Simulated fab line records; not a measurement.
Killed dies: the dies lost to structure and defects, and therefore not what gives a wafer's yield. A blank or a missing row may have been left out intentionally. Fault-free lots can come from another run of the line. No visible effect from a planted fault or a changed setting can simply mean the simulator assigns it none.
Which tool is to blame?	flow n5Finfet	28 wafers from 10 lots sampled at 5 of the route's 1938 steps

## WHAT THE GAUGES READ, wafer by wafer
N5_BEOL_M12_THK_MEAS_01.
lot	measured	on	M12_ILD_THK (nm)
L221	day 12 14:35	filmMetro-01	656 640 673
L220	day 12 17:08	filmMetro-01	645 642 657
L224	day 13 17:18	filmMetro-02	650 666 661
L223	day 13 17:31	filmMetro-02	654 660 657
L230	day 14 19:43	filmMetro-01	647 641 663
L231	day 15 15:45	filmMetro-02	660 994
L234	day 16 15:53	filmMetro-02	1001 660
L236	day 16 16:45	filmMetro-02	654 654 662
L237	day 16 19:56	filmMetro-02	647 655 652
L238	day 16 20:25	filmMetro-01	652 660 669

## WHAT TOOL EACH LOT RAN ON (gives the tool, then ch and the chambers of the sampled wafers, and finally the start)
lot	N5_BEOL_M11_STRIP_77	N5_BEOL_M11_ALD_74	N5_BEOL_M11_SPUTTER_48	N5_BEOL_M12_ILD_DEP_00
L221	rieDiel-05 ch 0,3, day 12 11:16 or earlier	aldMetal-02 ch 1,2, day 12 11:16	pvdSputter-01, day 12 13:23	pecvd-03 ch 1,2, day 12 14:28
L220	rieDiel-05 ch 0,1,3, day 12 15:04 or earlier	aldMetal-01 ch 0,1,3, day 12 15:04	pvdSputter-03, day 12 15:35	pecvd-03 ch 0,1,2, day 12 17:00
L224	rieDiel-06 ch 0,1,3, day 13 14:26 or earlier	aldMetal-02 ch 1,2, day 13 14:26	pvdSputter-02, day 13 15:26	pecvd-03 ch 0,2, day 13 17:10
L223	rieDiel-02 ch 2,3, day 13 14:26 or earlier	aldMetal-03 ch 0,1,3, day 13 14:26	pvdSputter-02, day 13 15:31	pecvd-01 ch 0,2, day 13 17:23
L230	rieDiel-05 ch 0,1,3, day 14 17:55 or earlier	aldMetal-01 ch 0,1,2, day 14 17:55	pvdSputter-01, day 14 18:34	pecvd-02 ch 0,2, day 14 19:35
L231	rieDiel-05 ch 0,3, day 15 12:32 or earlier	aldMetal-03 ch 0,2, day 15 12:32	pvdSputter-01, day 15 13:21	pecvd-03 ch 1,2, day 15 15:37
L234	rieDiel-05 ch 2, day 16 14:12 or earlier	aldMetal-01 ch 2,3, day 16 14:12	pvdSputter-03, day 16 14:44	pecvd-03 ch 1,2, day 16 15:45
L236	rieDiel-02 ch 0,3, day 16 15:04 or earlier	aldMetal-01 ch 1,2, day 16 15:04	pvdSputter-01, day 16 15:32	pecvd-02 ch 0,2, day 16 16:37
L237	rieDiel-06 ch 0,1,3, day 16 17:58 or earlier	aldMetal-02 ch 0,3, day 16 17:58	pvdSputter-01, day 16 18:35	pecvd-02 ch 1,2, day 16 19:47
L238	rieDiel-02 ch 0,1,3, day 16 18:32 or earlier	aldMetal-03 ch 0,2,3, day 16 18:32	pvdSputter-01, day 16 19:15	pecvd-01 ch 0,1,2, day 16 20:17
- N5_BEOL_M11_STRIP_77: strips in N2/H2, time 10 s.
- N5_BEOL_M11_ALD_74: deposits TaN, target thk 2 nm, pulse time 2 s, purge time 3 s.
- N5_BEOL_M11_SPUTTER_48: material Cu, target thk 12 nm, time 2 s.
- N5_BEOL_M12_ILD_DEP_00: deposits SiOC from DEMS/O2, target thk 658.92 nm, time 130.7 s.

## AS READ BY THE TOOLS THEMSELVES (means over the sampled wafers that have a number; for cases with no such wafer, the mark the record gives instead)
N5_BEOL_M11_STRIP_77.
lot	tool	drypumpMotorCurrentA (A)	n2FlowSccm (sccm)	oesProductAu (a.u.)	rfVppV (V)	showerheadPlenumPTorr (Torr)	throttleValvePct (%)
L221	rieDiel-05	5.8	199.7	0.82	59.0	2.49	23.8
L220	rieDiel-05	5.6	199.7	0.81	58.8	2.49	23.7
L224	rieDiel-06	5.6	199.9	0.80	59.2	2.56	23.7
L223	rieDiel-02	5.5	200.5	0.74	59.8	2.46	23.5
L230	rieDiel-05	5.6	199.2	0.79	59.4	2.48	23.7
L231	rieDiel-05	5.9	199.6	0.76	60.4	2.49	23.8
L234	rieDiel-05	6.0	199.6	0.96	58.9	2.60	22.8
L236	rieDiel-02	5.5	200.1	0.77	59.1	2.53	23.6
L237	rieDiel-06	5.7	199.2	0.78	58.5	2.55	23.7
L238	rieDiel-02	5.8	200.5	0.78	59.2	2.58	23.8

N5_BEOL_M11_ALD_74.
lot	tool	heaterPowerW (W)
L221	aldMetal-02	398
L220	aldMetal-01	475
L224	aldMetal-02	410
L223	aldMetal-03	423
L230	aldMetal-01	468
L231	aldMetal-03	370
L234	aldMetal-01	462
L236	aldMetal-01	493
L237	aldMetal-02	373
L238	aldMetal-03	400

N5_BEOL_M11_SPUTTER_48.
lot	tool	throttleValvePct (%)
L221	pvdSputter-01	29.8
L220	pvdSputter-03	30.0
L224	pvdSputter-02	30.2
L223	pvdSputter-02	29.4
L230	pvdSputter-01	29.8
L231	pvdSputter-01	29.6
L234	pvdSputter-03	29.9
L236	pvdSputter-01	30.0
L237	pvdSputter-01	31.1
L238	pvdSputter-01	30.6

N5_BEOL_M12_ILD_DEP_00.
lot	tool	heaterPowerW (W)	runLengthS (s)	showerheadPlenumPTorr (Torr)	throttleValvePct (%)
L221	pecvd-03	496	175.7	5.703	11.6
L220	pecvd-03	510	175.8	5.702	12.0
L224	pecvd-03	493	176.1	5.709	11.3
L223	pecvd-01	544	175.3	5.686	11.7
L230	pecvd-02	452	175.9	5.685	13.3
L231	pecvd-03	510	209.8	5.700	12.1
L234	pecvd-03	510	210.1	5.697	11.8
L236	pecvd-02	444	175.9	5.689	12.6
L237	pecvd-02	431	175.3	5.690	12.3
L238	pecvd-01	519	175.1	5.695	11.9

## THE ANSWER, worked out from the rows above alone
Rule: the lots themselves supply what counts as usual. The widest of any qualifying gaps counts: lots, ordered by their means at a reading, are off when they make up no more than a third of the lots, leave a main group of 4 or more, and stand apart from it by 3 or more times the standard deviation of that group's means. A main group is skipped when, at the precision printed for the reading in the tables above, its means are all equal. Also off: a lot with no number at a reading for which 4 or more lots have one. All remaining lots with rows at the step are treated as sound. First the gauges in route order, then the tools' own readings, where a lot's mean is used as printed above. At the first step where some lot is off, the reading lying furthest off is the one used; lots without a number count as furthest.
Off: at N5_BEOL_M12_THK_MEAS_01 (M12_ILD_THK), L231, L234. For the main group the mean is 655 nm and the standard deviation 4.1.
If a tool, at a process step before that reading, ran all the lots that are off and no sound lot after the first of them, it fits. The gauges at N5_BEOL_M12_THK_MEAS_01 aren't tried: what is off there is off at N5_BEOL_M12_ILD_DEP_00 too, on other tools, and a gauge's error can't cause that. N5_BEOL_M11_STRIP_77: start missing for some lots; hours and lot order therefore follow N5_BEOL_M11_ALD_74. Undecided on this evidence; 2 tools fit (rieDiel-05 at N5_BEOL_M11_STRIP_77, pecvd-03 at N5_BEOL_M12_ILD_DEP_00).

## WHAT WAS PUT IN BY THE SIMULATOR
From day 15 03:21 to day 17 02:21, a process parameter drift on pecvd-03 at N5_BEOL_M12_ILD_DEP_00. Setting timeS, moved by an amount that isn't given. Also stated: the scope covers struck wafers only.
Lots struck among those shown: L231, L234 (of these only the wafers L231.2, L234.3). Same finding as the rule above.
